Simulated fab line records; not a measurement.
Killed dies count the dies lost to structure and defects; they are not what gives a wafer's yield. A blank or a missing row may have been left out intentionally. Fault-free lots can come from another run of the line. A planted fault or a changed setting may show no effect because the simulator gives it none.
Which of the tools did it? -- flow n5 finfet -- Sampling: 24 lots, 72 wafers, 5 of 1938 route steps

WHAT THE GAUGES SHOWED, per wafer
N5_BEOL_M12_CD_MEAS_17: the cd target is 140 nm.
lot,measured,on,cd nm (nm)
L074,day 10 03:49,cd sem-01,139.2 140.9 140.6
L076,day 10 20:00,cd sem-01,141.6 138.3 141.9
L075,day 10 21:28,cd sem-02,141.8 137.9 139.7
L079,day 11 05:18,cd sem-03,140.7 138.2 141.4
L077,day 11 05:28,cd sem-03,141.9 142.6 137.8
L078,day 11 05:53,cd sem-02,141.6 141.9 141.8
L081,day 11 22:56,cd sem-01,139.1 138.4 137.9
L080,day 12 06:05,cd sem-03,142.1 143.4 141.7
L082,day 12 07:43,cd sem-01,138.2 140.2 136.2
L084,day 12 23:34,cd sem-02,143.0 140.1 140.5
L083,day 13 03:07,cd sem-02,139.6 139.3 141.0
L085,day 13 04:49,cd sem-02,138.2 142.2 139.3
L086,day 13 10:29,cd sem-03,140.7 141.6 138.0
L088,day 14 04:07,cd sem-03,139.2 136.2 138.6
L087,day 14 04:32,cd sem-02,142.4 141.5 143.1
L089,day 14 15:54,cd sem-02,141.4 140.6 138.0
L091,day 14 17:55,cd sem-01,139.0 138.6 139.7
L093,day 14 20:21,cd sem-03,141.4 140.6 142.2
L090,day 14 20:41,cd sem-02,137.7 138.5 139.6
L092,day 14 23:54,cd sem-03,140.3 142.5 142.5
L094,day 15 14:17,cd sem-01,137.4 139.7 138.2
L095,day 16 00:26,cd sem-03,140.9 143.0 142.0
L096,day 16 01:01,cd sem-03,138.8 137.2 138.9
L097,day 16 06:47,cd sem-01,138.9 140.0 139.9

N5_BEOL_M12_CD_MEAS_28: the cd target is 160.2 nm.
lot,measured,on,cd nm (nm)
L074,day 10 04:10,cd sem-02,161.0 161.5 161.4
L076,day 10 20:27,cd sem-01,161.7 160.2 161.6
L075,day 10 21:48,cd sem-03,161.1 161.0 162.2
L079,day 11 05:38,cd sem-02,163.2 162.7 161.3
L077,day 11 05:47,cd sem-01,159.5 159.0 161.4
L078,day 11 06:20,cd sem-01,162.9 161.0 162.5
L081,day 11 23:23,cd sem-01,164.1 159.8 163.0
L080,day 12 06:24,cd sem-01,162.7 161.1 161.5
L082,day 12 08:10,cd sem-02,160.1 160.3 162.5
L084,day 13 00:01,cd sem-01,159.1 160.5 160.3
L083,day 13 03:26,cd sem-03,160.4 160.9 161.1
L085,day 13 05:16,cd sem-02,161.9 163.6 162.3
L086,day 13 10:56,cd sem-02,162.0 163.3 162.4
L088,day 14 04:26,cd sem-03,160.2 160.4 161.9
L087,day 14 04:52,cd sem-01,161.9 161.1 162.4
L089,day 14 16:13,cd sem-03,164.0 163.3 162.7
L091,day 14 18:22,cd sem-02,164.2 160.9 160.7
L093,day 14 20:41,cd sem-01,161.3 161.1 162.7
L090,day 14 21:08,cd sem-03,160.7 160.9 159.9
L092,day 15 00:13,cd sem-01,161.9 161.9 160.4
L094,day 15 14:44,cd sem-01,159.9 160.4 161.6
L095,day 16 00:53,cd sem-03,160.5 160.6 162.1
L096,day 16 01:21,cd sem-01,157.8 160.1 160.3
L097,day 16 07:14,cd sem-03,163.6 163.1 162.6

N5_BEOL_M13_INSPECT_12: inspects for defects (macro).
lot,measured,on,raw defect count
L074,day 10 09:24,defect inspect-02,3 2 1
L076,day 11 01:41,defect inspect-02,3 2 3
L075,day 11 01:49,defect inspect-02,1 0 4
L079,day 11 09:09,defect inspect-02,0 1 1
L077,day 11 09:46,defect inspect-02,3 5 5
L078,day 11 11:21,defect inspect-01,1 1 1
L081,day 12 03:04,defect inspect-01,1 4 3
L080,day 12 11:22,defect inspect-02,0 2 4
L082,day 12 11:38,defect inspect-01,3 2 2
L084,day 13 04:01,defect inspect-02,1 0 2
L083,day 13 06:15,defect inspect-01,0 3 2
L085,day 13 13:37,defect inspect-02,3 1 1
L086,day 13 15:04,defect inspect-02,2 6 3
L088,day 14 09:58,defect inspect-01,0 2 0
L087,day 14 10:28,defect inspect-02,4 6 2
L089,day 14 21:31,defect inspect-01,2 1 1
L091,day 14 22:27,defect inspect-01,1 2 2
L093,day 14 23:49,defect inspect-01,2 3 1
L090,day 15 06:02,defect inspect-01,1 2 6
L092,day 15 06:20,defect inspect-01,1 1 2
L094,day 15 20:08,defect inspect-01,1 4 1
L095,day 16 04:53,defect inspect-01,1 2 5
L096,day 16 05:02,defect inspect-01,2 2 3
L097,day 16 10:55,defect inspect-01,2 4 0

EACH LOT AND THE TOOL THAT RAN IT (in order: tool; ch and the chambers of the sampled wafers; start)
lot,N5_BEOL_M12_STRIP_64,N5_BEOL_M12_SPUTTER_45
L074,"plasma asher-02 ch 0,1, day 10 03:40","pvd sputter-03, day 10 07:42"
L076,"plasma asher-01 ch 1, day 10 19:51","pvd sputter-01, day 10 23:59"
L075,"plasma asher-02 ch 0,1, day 10 21:20","pvd sputter-02, day 11 00:12"
L079,"plasma asher-02 ch 0,1, day 11 05:09","pvd sputter-01, day 11 07:31"
L077,"plasma asher-02 ch 0,1, day 11 05:19","pvd sputter-01, day 11 08:04"
L078,"plasma asher-01 ch 0,1, day 11 05:44","pvd sputter-02, day 11 09:41"
L081,"plasma asher-01 ch 0,1, day 11 22:47","pvd sputter-03, day 12 01:23"
L080,"plasma asher-01 ch 0,1, day 12 05:56","pvd sputter-02, day 12 09:41"
L082,"plasma asher-01 ch 0, day 12 07:34","pvd sputter-03, day 12 10:05"
L084,"plasma asher-01 ch 0,1, day 12 23:25","pvd sputter-02, day 13 02:18"
L083,"plasma asher-02 ch 0,1, day 13 02:58","pvd sputter-01, day 13 04:40"
L085,"plasma asher-01 ch 0,1, day 13 04:41","pvd sputter-03, day 13 11:55"
L086,"plasma asher-02 ch 0,1, day 13 10:21","pvd sputter-03, day 13 13:23"
L088,"plasma asher-02 ch 0,1, day 14 03:58","pvd sputter-02, day 14 08:17"
L087,"plasma asher-02 ch 0,1, day 14 04:23","pvd sputter-02, day 14 08:36"
L089,"plasma asher-02 ch 0,1, day 14 15:40","pvd sputter-03, day 14 19:31"
L091,"plasma asher-01 ch 0,1, day 14 17:47","pvd sputter-01, day 14 20:46"
L093,"plasma asher-01 ch 0,1, day 14 20:13","pvd sputter-01, day 14 22:19"
L090,"plasma asher-02 ch 0,1, day 14 20:32","pvd sputter-01, day 15 04:10"
L092,"plasma asher-02 ch 0,1, day 14 23:45","pvd sputter-01, day 15 04:39"
L094,"plasma asher-02 ch 0,1, day 15 14:08","pvd sputter-02, day 15 18:08"
L095,"plasma asher-02 ch 0,1, day 16 00:17","pvd sputter-03, day 16 03:20"
L096,"plasma asher-01 ch 0,1, day 16 00:53","pvd sputter-02, day 16 03:20"
L097,"plasma asher-02 ch 0,1, day 16 06:38","pvd sputter-01, day 16 09:02"
- N5_BEOL_M12_STRIP_64: strips in N2/H2.
- N5_BEOL_M12_SPUTTER_45: material Cu, target thk 80 nm, time 13.33 s.

WHAT THE TOOLS THEMSELVES READ (means of the sampled wafers that have a number; where no wafer has one, the mark that the record gives instead)
N5_BEOL_M12_STRIP_64.
lot,tool,drypump motor current A (A),heater power w (W),oes product au (a.u.),strip time to endpoint s (s)
L074,plasma asher-02,5.7,378,0.716,31.30
L076,plasma asher-01,6.2,321,0.715,31.43
L075,plasma asher-02,5.8,341,0.715,31.20
L079,plasma asher-02,5.7,378,0.720,31.27
L077,plasma asher-02,5.8,345,0.715,31.36
L078,plasma asher-01,5.5,353,0.717,31.36
L081,plasma asher-01,5.9,334,0.715,31.37
L080,plasma asher-01,5.5,347,0.717,31.25
L082,plasma asher-01,5.2,367,0.715,31.25
L084,plasma asher-01,5.5,349,0.714,31.33
L083,plasma asher-02,5.7,375,0.719,31.31
L085,plasma asher-01,5.5,351,0.721,31.28
L086,plasma asher-02,5.7,375,0.715,31.45
L088,plasma asher-02,5.7,376,0.714,31.35
L087,plasma asher-02,5.8,349,0.720,31.28
L089,plasma asher-02,5.7,371,0.713,31.40
L091,plasma asher-01,5.9,333,0.717,31.29
L093,plasma asher-01,5.9,335,0.712,31.28
L090,plasma asher-02,5.7,375,0.717,31.33
L092,plasma asher-02,5.7,376,0.722,31.32
L094,plasma asher-02,5.8,347,0.722,31.36
L095,plasma asher-02,5.7,373,0.716,31.33
L096,plasma asher-01,5.9,330,0.716,31.36
L097,plasma asher-02,5.7,381,0.714,31.24

N5_BEOL_M12_SPUTTER_45.
lot,tool,substrate temp c (C),throttle valve pct (%)
L074,pvd sputter-03,-20.06,29.5
L076,pvd sputter-01,-20.07,30.9
L075,pvd sputter-02,-20.09,29.7
L079,pvd sputter-01,-20.01,31.3
L077,pvd sputter-01,-19.93,30.7
L078,pvd sputter-02,-19.96,30.5
L081,pvd sputter-03,-19.94,30.3
L080,pvd sputter-02,-20.00,30.0
L082,pvd sputter-03,-20.01,30.1
L084,pvd sputter-02,-20.02,30.3
L083,pvd sputter-01,-20.03,31.0
L085,pvd sputter-03,-20.01,29.6
L086,pvd sputter-03,-19.99,30.3
L088,pvd sputter-02,-19.97,30.2
L087,pvd sputter-02,-20.04,29.8
L089,pvd sputter-03,-20.03,30.8
L091,pvd sputter-01,-19.95,30.8
L093,pvd sputter-01,-19.91,30.8
L090,pvd sputter-01,-19.93,30.7
L092,pvd sputter-01,-19.98,30.9
L094,pvd sputter-02,-20.01,30.7
L095,pvd sputter-03,-19.92,30.9
L096,pvd sputter-02,-20.10,30.4
L097,pvd sputter-01,-19.93,31.3

THE ANSWER, worked out from the rows above alone
Rule: the usual values come from the lots themselves. The widest of any qualifying gaps counts: lots, ordered by their means at a reading, are off when they make up no more than a third of the lots, leave a main group of 4 or more, and stand apart from it by 3 or more times the standard deviation of that group's means. Not used: any main group whose means are identical at the precision the tables above print for the reading. Also off: a lot with no number at a reading for which 4 or more lots have one. The other lots that the step has rows for count as sound. First the gauges in route order, then the tools' own readings, where a lot's mean is used as printed above. At the first step where some lot is off, the reading lying furthest off is the one used; lots without a number count as furthest.
None of the lots is off at any reading shown; this tells nothing.

WHAT THE SIMULATOR HAD INSERTED
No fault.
